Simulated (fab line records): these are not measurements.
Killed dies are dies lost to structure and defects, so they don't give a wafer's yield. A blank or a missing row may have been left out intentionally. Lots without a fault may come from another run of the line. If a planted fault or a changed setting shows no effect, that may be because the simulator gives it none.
Struck lot and sound lot, side by side + flow n5Finfet + 16 steps out of a route of 1938
Sound: the wafers L498.1, L498.3, L498.4. Struck: wafers L516.3, L516.5. (L516.6 of the same lot was not struck and is left out.) The cause comes at the end.
Each step with rows lists, per side, the tool, then ch with its chambers, then its first start. Under that, the readings that differ: sound wafers + struck wafers + difference of the means + sigmas: that difference in standard deviations of wafers without a fault.
alike: readings with means less than 2 such deviations apart, plus words and numbers identical on both sides. not compared: withheld readings, readings lacking a value on some wafer, bounds such as >300 that could conceal the same value, and numbers that have no deviation in the record and whose values overlap.
A row with sigmas, a row that says differs or no value, or rows on one side alone: a step with any of these is where the two part. Numbers that don't overlap but have no deviation are shown without sigmas and don't part them. Lack of a reading on every wafer of one side parts them only where that side has two or more wafers.

N5_SDB_CD_MEAS_11: target cd 50 nm.
  sound on cdSem-01 ch 0, day 4 22:14; struck on cdSem-03 ch 0, day 9 23:35
| reading   | sound          | struck    | difference | sigmas |
|-----------|----------------|-----------|------------|--------|
| cdNm (nm) | 49.1 46.3 47.8 | 50.4 51.1 | +3.0       | +2     |
N5_SDB_OVL_MEAS_12:
  sound on overlay-02 ch 0, day 4 22:16; struck on overlay-02 ch 0, day 9 23:37
  alike: SDB_OVL
N5_SDB_INSPECT_13: inspects for defects (brightfield).
  sound on defectInspect-02 at day 4 22:18; struck on defectInspect-01 at day 9 23:38
  alike: rawDefectCount
N5_SDB_DESCUM_16: chemistry O2, time 7.9 s.
  sound on rieDiel-02 ch 0,1, day 4 22:20; struck on rieDiel-06 ch 0,1, day 9 23:40
  alike: drypumpMotorCurrentA, oesProductAu, rfVppV, showerheadPlenumPTorr, throttleValvePct
  not compared: rfHoursCounterH
then, 1 step without rows for these wafers: N5_SDB_ETCH_17 (etches SiARC in CF4, target depth 23.4 nm, time 39 s).
N5_SDB_ETCH_18: etches SOC in N2/H2, target depth 100 nm, overetch 20 nm, time 150 s.
  sound on rieDiel-02 ch 0,1, day 4 22:24; struck on rieDiel-06 ch 0,1, day 9 23:44
  alike: drypumpMotorCurrentA, oesProductAu, rfVppV, showerheadPlenumPTorr, throttleValvePct
  not compared: rfHoursCounterH
then, 1 step without rows for these wafers: N5_SDB_STRIP_19 (strips in N2/H2).
N5_SDB_STRIP_21: strips in CF4.
  sound on rieDiel-02 ch 0,1, day 4 22:32; struck on rieDiel-06 ch 0,1, day 9 23:52
  alike: drypumpMotorCurrentA, oesProductAu, rfVppV, showerheadPlenumPTorr, throttleValvePct
  not compared: rfHoursCounterH
N5_SDB_HM_OPEN_20: chemistry CH3F/O2, target SiNx, stops on poly-Si, target depth 24 nm.
  sound on rieDiel-02 ch 0,1, day 4 22:34; struck on rieDiel-06 ch 0,1, day 9 23:53
  alike: drypumpMotorCurrentA, oesProductAu, rfVppV, showerheadPlenumPTorr, throttleValvePct
  not compared: rfHoursCounterH
then, 3 steps without rows for these wafers: N5_SDB_STRIP_22 (strips in N2/H2); N5_SDB_PRECLEAN_23 (cleans in dHF, time 30 s); N5_SDB_DUMMY_REMOVE_24 (chemistry TMAH, target poly-Si, stops on SiO2, target depth 142 nm, time 57 s, rinse time 30 s).
N5_SDB_ETCH_25: etches SiO2 in C4F6/O2, target depth 10 nm, time 3.3 s.
  sound on rieDiel-02 ch 0,1,3, day 4 22:55; struck on rieDiel-06 ch 1,3, day 10 00:29
| reading                 | sound             | struck      | difference | sigmas |
|-------------------------|-------------------|-------------|------------|--------|
| model.etch.depthNm (nm) | 9.913 9.709 9.678 | 8.603 8.754 | -1.088     |        |
  alike: C4F6_flow_sccm, drypumpMotorCurrentA, oesProductAu, rfVppV, showerheadPlenumPTorr, throttleValvePct
  not compared: rfHoursCounterH
N5_SDB_CUT_ETCH_26: etches Si in HBr/Cl2/O2, target depth 129.6 nm, bt time 20 s, time 51.8 s.
  sound on rieSi-06 ch 0,1,2, day 4 23:00; struck on rieSi-04 ch 2,3, day 10 00:34
  alike: drypumpMotorCurrentA, heBacksideLeakSccm, oesProductAu, throttleValvePct
  not compared: rfHoursCounterH
-- the record jumps here: 4 days lie between the struck wafers' starts before and after (it left off in module SDB and takes up again in module BEOL_M4, whose first step shown is number 1111 of the route) --
N5_BEOL_M4_RC_MEAS_101:
  sound on prober-01 ch 0, day 9 17:58; struck on prober-01 ch 0, day 14 02:05
  alike: DIBL_N, DIBL_P, IOFF_N, IOFF_P, ION_N, ION_P, SS_N, SS_P, VT_N, VT_P
after that, 1 step had no rows for these wafers: N5_PASSIVATION_PROBE_49.

WHERE THEY PART
Only at N5_SDB_CD_MEAS_11, within this record. Later steps at which nothing parts them and some readings are alike: N5_SDB_OVL_MEAS_12, N5_SDB_INSPECT_13, N5_SDB_DESCUM_16, N5_SDB_ETCH_18, N5_SDB_STRIP_21, N5_SDB_HM_OPEN_20, N5_SDB_ETCH_25, N5_SDB_CUT_ETCH_26, N5_BEOL_M4_RC_MEAS_101.

WHY: what had been put in by the simulator
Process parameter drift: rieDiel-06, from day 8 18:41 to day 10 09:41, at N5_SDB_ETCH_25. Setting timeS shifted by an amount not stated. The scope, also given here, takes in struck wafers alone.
